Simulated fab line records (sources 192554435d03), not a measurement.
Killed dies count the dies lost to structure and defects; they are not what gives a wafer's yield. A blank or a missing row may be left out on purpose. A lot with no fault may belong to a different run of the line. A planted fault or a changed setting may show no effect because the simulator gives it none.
Struck lot and sound lot, side by side | flow n5Finfet | 39 out of 1938 route steps
Sound: these wafers, L452.3, L452.4, L452.6. Wafers L444.1, L444.3 were the ones struck. The cause is given at the end.
Per side, at each step with rows, come the tool, then ch with its chambers, and then its first start. Under that, the readings that differ: sound wafers | struck wafers | difference of the means | sigmas: that difference in standard deviations of wafers without a fault.
alike: readings whose means differ by less than 2 such deviations, and words and numbers that are the same on both sides. not compared: withheld readings, readings that some wafer has no value for, bounds like >300 that may hide the same value, and numbers for which the record gives no deviation and whose values overlap.
Wherever a step has rows on one side only, a row that says differs or no value, or a row with sigmas, the two part there. Numbers that don't overlap but have no deviation are shown without sigmas and don't part them. A reading that every wafer of one side lacks parts them only if that side has two wafers or more.

first, 12 steps without rows for these wafers: N5_SD_EPI_N_STRIP_36 (strips in N2/H2); N5_SD_EPI_N_ETCHBACK_44 (etches SiNx in CH3F/O2, stops on SiO2, target depth 14.5 nm); N5_SD_EPI_N_ETCH_45 (etches SiOCN in CH3F/O2, target depth 6 nm); N5_SD_EPI_N_ETCH_16 (etches SiO2 in CHF3/O2, target depth 5 nm); N5_SD_EPI_N_STRIP_47 (strips in CHF3/O2); N5_SD_EPI_N_SD_RECESS_17 (chemistry HBr/Cl2/O2, target depth 41 nm, time 23.7 s, bt time 3 s); N5_SD_EPI_N_STRIP_38 (strips in N2/H2); N5_SD_EPI_N_WET_ETCH_43 (etches SiO2 in dHF, time 14 s, target depth 1.5 nm); N5_SD_EPI_N_STRIP_18 (strips in SPM, time 750 s); N5_SD_EPI_N_SRD_20 (time 30 s); N5_SD_EPI_N_PRECLEAN_48 (cleans in NF3:NH3, afs cycles 2, time 20 s, sublimation time 60 s); N5_SD_EPI_N_VAPOR_ETCH_50 (etches Si in HCl, time 54 s).
N5_SD_EPI_N_EPI_21: deposits Si:P, time 690 s.
  sound on epiRpcvd-02 ch 0, day 7 14:59; struck on epiRpcvd-04 ch 0, day 5 16:17
reading                                  | sound          | struck      | difference | sigmas
epiGrowthTimeS (s)                       | 690 690 690    | 664.8 664.8 | -25.2      | 
model.Si-P_of_SD_EPI_N_EPI_21.thkNm (nm) | 59.8 59.6 59.6 | 57 57       | -3         | 
  alike: susceptorTempC
then, 24 steps without rows for these wafers: N5_SD_EPI_N_PRECLEAN_24 (cleans in O3/DIW, time 60 s); N5_SD_EPI_N_SRD_25 (time 30 s); N5_SD_EPI_N_PRECLEAN_49 (cleans in NF3:NH3, afs cycles 1, time 20 s, sublimation time 60 s); N5_SD_EPI_N_LINER_46 (material SiNx, target thk 3 nm); N5_SD_EPI_P_COAT_34 (time 60 s, resist thk 350 nm); N5_SD_EPI_P_COAT_35 (time 60 s, resist thk 35 nm); N5_SD_EPI_P_COAT_03 (resist thk 150 nm); N5_SD_EPI_P_EBR_05; N5_SD_EPI_P_SOFTBAKE_04 (time 60 s); N5_SD_EPI_P_EXPOSE_06 (exposes mask SD P BLK, target cd 240 nm); N5_SD_EPI_P_PEB_07 (peb time 60 s); N5_SD_EPI_P_DEVELOP_08 (develop time 30 s); N5_SD_EPI_P_DESCUM_14 (chemistry O2, time 7.9 s); N5_SD_EPI_P_ETCH_36 (etches SiARC in CF4, target depth 45.5 nm, time 75.8 s); N5_SD_EPI_P_ETCH_37 (etches SOC in N2/H2, overetch 108 nm, time 486 s); N5_SD_EPI_P_STRIP_38 (strips in N2/H2); N5_SD_EPI_P_ETCHBACK_46 (etches SiNx in CH3F/O2, stops on SiO2, target depth 17.5 nm); N5_SD_EPI_P_ETCH_47 (etches SiOCN in CH3F/O2, target depth 25 nm); N5_SD_EPI_P_ETCH_16 (etches SiO2 in CHF3/O2, target depth 5 nm); N5_SD_EPI_P_STRIP_50 (strips in CHF3/O2); N5_SD_EPI_P_SD_RECESS_17 (chemistry HBr/Cl2/O2, target depth 39.1 nm, bt time 3 s); N5_SD_EPI_P_WET_ETCH_45 (etches SiO2 in dHF, time 10.7 s, target depth 2 nm, rinse time 30 s); N5_SD_EPI_P_STRIP_40 (strips in N2/H2); N5_SD_EPI_P_PRECLEAN_52 (cleans in O3/DIW, time 60 s).
N5_MOL_CONTACT_COAG_ETCH_15: etches SiNx in CH3F/O2, stops on Si:P, target depth 7 nm.
  sound on rieDiel-04 ch 0,2,3, day 9 05:41; struck on rieDiel-05 ch 1,2, day 7 05:04
reading                                  | sound        | struck    | difference | sigmas
model.Si-P_of_SD_EPI_N_EPI_21.thkNm (nm) | 59 58.8 58.8 | 56.2 56.2 | -2.7       | 
  alike: chamberPressureMTorr, drypumpMotorCurrentA, mfcArSccm, oesProductAu, rfVppV, showerheadPlenumPTorr, throttleValvePct
  not compared: rfHoursCounterH
-- the record jumps here: 7 days lie between the struck wafers' starts before and after (it left off in module MOL_CONTACT_COAG and takes up again in module BEOL_M4, whose first step shown is number 1111 of the route) --
N5_BEOL_M4_RC_MEAS_101:
  sound on prober-02 ch 0, day 17 01:40; struck on prober-02 ch 0, day 14 10:06
  alike: DIBL_N, DIBL_P, IOFF_N, IOFF_P, ION_N, ION_P, SS_N, SS_P, VT_N, VT_P

## WHERE THEY PART
Nowhere in this record.

WHY: whatever the simulator had introduced
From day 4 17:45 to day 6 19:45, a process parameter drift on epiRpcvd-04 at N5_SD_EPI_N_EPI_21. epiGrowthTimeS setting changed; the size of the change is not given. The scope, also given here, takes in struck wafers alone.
